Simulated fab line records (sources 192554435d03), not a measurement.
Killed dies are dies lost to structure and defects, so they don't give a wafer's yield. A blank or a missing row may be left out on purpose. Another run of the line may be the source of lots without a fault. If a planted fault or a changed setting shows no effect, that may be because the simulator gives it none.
Which of the tools did it? + flow n5-finfet + at 1 step of a route of 1938, 11 lots with 31 wafers sampled

== WHAT THE GAUGES SHOWED, per wafer ==
N5_BEOL_M8_CD_MEAS_11 targets a cd of 38.5 nm.
| lot  | measured     | on        | cd-nm (nm)     |
|------|--------------|-----------|----------------|
| L231 | day 10 00:21 | cd-sem-01 | 38.3 39.1 38.3 |
| L234 | day 10 03:43 | cd-sem-03 | 38.3 39.3 39.0 |
| L235 | day 10 21:34 | cd-sem-02 | 38.3 38.3 38.5 |
| L237 | day 11 05:41 | cd-sem-02 | 38.5 39.3 39.0 |
| L240 | day 11 16:19 | cd-sem-01 | 38.8 38.9 39.5 |
| L241 | day 12 14:33 | cd-sem-01 | 38.6 38.6      |
| L246 | day 13 14:14 | cd-sem-02 | 38.5 38.0 37.3 |
| L247 | day 13 22:47 | cd-sem-03 | 38.2 38.1 38.3 |
| L249 | day 14 09:59 | cd-sem-02 | 39.3 39.1      |
| L250 | day 15 02:13 | cd-sem-03 | 38.8 38.3 38.2 |
| L252 | day 15 07:19 | cd-sem-02 | 38.3 38.9 38.3 |

== WHICH TOOL RAN EACH LOT (tool, then ch and the chambers of the sampled wafers, then the start) ==
There is no process step in the record ahead of these readings.

== THE ANSWER, worked out from the rows above alone ==
Rule: what is usual is taken from the lots themselves. The widest of any qualifying gaps counts: lots, ordered by their means at a reading, are off when they make up no more than a third of the lots, leave a main group of 4 or more, and stand apart from it by 3 or more times the standard deviation of that group's means. Not used: any main group whose means are identical at the precision the tables above print for the reading. A lot without any number at a reading at which 4 lots or more have one is off too. The other lots that the step has rows for count as sound.
Across all readings shown, no lot is off: no conclusion can be drawn from this.

== WHAT THE SIMULATOR HAD INSERTED ==
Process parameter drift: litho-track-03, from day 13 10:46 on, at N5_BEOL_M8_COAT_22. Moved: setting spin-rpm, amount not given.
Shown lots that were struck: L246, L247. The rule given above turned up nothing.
